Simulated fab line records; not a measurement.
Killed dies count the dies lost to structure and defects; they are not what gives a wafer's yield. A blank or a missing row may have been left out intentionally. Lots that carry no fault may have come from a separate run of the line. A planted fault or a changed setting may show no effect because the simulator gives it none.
A single fault, viewed from 2 desks | flow n5_finfet | each desk has only its own numbers; what lay behind them comes last

## THE DEFECT DESK
Counts from the inspections along the route, per lot, as means over the sampled wafers that have a number. Marked OUT: a lot whose mean sits more than 4 standard deviations from the usual mean, which makes it out of limits; the brackets give that distance.
Columns: A = raw_defect_count at N5_GATE_CUT_INSPECT_26, usual 40
lot  | first seen here | A
L634 | day 4 13:42     | 40
L639 | day 5 20:46     | 28
L640 | day 6 03:58     | 50
L641 | day 6 18:42     | 29
L642 | day 6 20:11     | 45
L643 | day 7 00:04     | 27
L645 | day 7 11:26     | 60
L650 | day 8 13:32     | 34
L652 | day 9 01:55     | 26
L653 | day 9 09:04     | 33
L656 | day 10 05:07    | 58
L657 | day 10 08:41    | 26
This desk found nothing out of limits on any of the 12 lots.

## THE TOOL OWNER'S DESK: rie_diel-01
The tool's own readings at N5_MOL_CONTACT_COAG_ETCH_105 (etches SiARC in CF4, target depth 15.6 nm, time 26 s): means of the sampled wafers that have a number, for each lot that ran on this tool. Marked OUT: a lot whose mean sits more than 4 standard deviations from the usual mean, which makes it out of limits; the brackets give that distance.
Columns: A = bias_w at N5_MOL_CONTACT_COAG_ETCH_105, usual 36.01 W; B = drypump_motor_current_A at N5_MOL_CONTACT_COAG_ETCH_105, usual 5.52 A; C = etch_rf_on_time_s at N5_MOL_CONTACT_COAG_ETCH_105, usual 26.1 s; D = oes_product_au at N5_MOL_CONTACT_COAG_ETCH_105, usual 0.66 a.u.; E = rf_vpp_V at N5_MOL_CONTACT_COAG_ETCH_105, usual 183.9 V; F = showerhead_plenum_p_Torr at N5_MOL_CONTACT_COAG_ETCH_105, usual 2.13 Torr; G = throttle_valve_pct at N5_MOL_CONTACT_COAG_ETCH_105, usual 15.54 %
lot  | first seen here | A               | B    | C    | D    | E                | F    | G
L642 | day 6 20:47     | 35.89           | 5.40 | 26.7 | 0.66 | 183.8            | 2.11 | 15.50
L645 | day 7 12:32     | 36.07           | 5.53 | 26.1 | 0.67 | 184.2            | 2.05 | 15.57
L650 | day 8 14:08     | 33.77 (-19) OUT | 5.55 | 26.9 | 0.64 | 175.5 (-7.7) OUT | 2.05 | 15.59
This desk's verdict: out of limits on L650, starting with L650 at day 8 14:08 (bias_w at N5_MOL_CONTACT_COAG_ETCH_105). In limits: L642, L645.

## BROUGHT TOGETHER
On L650, at day 8 14:08, an alarm was possible from the tool owner's desk.
No out-of-limits result turned up at the defect desk.
The defect desk has L650 on record, within its limits.
N5_MOL_CONTACT_COAG_ETCH_105 was run on rie_diel-01 by each of the lots named.

## WHAT THE SIMULATOR HAD INSERTED
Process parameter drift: rie_diel-01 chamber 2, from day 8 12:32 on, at N5_MOL_CONTACT_COAG_ETCH_105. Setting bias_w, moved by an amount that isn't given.
Struck lots among those shown: L650.
Time in hours from fault onset to the first out-of-limits reading at each desk: the tool owner's desk, 2.
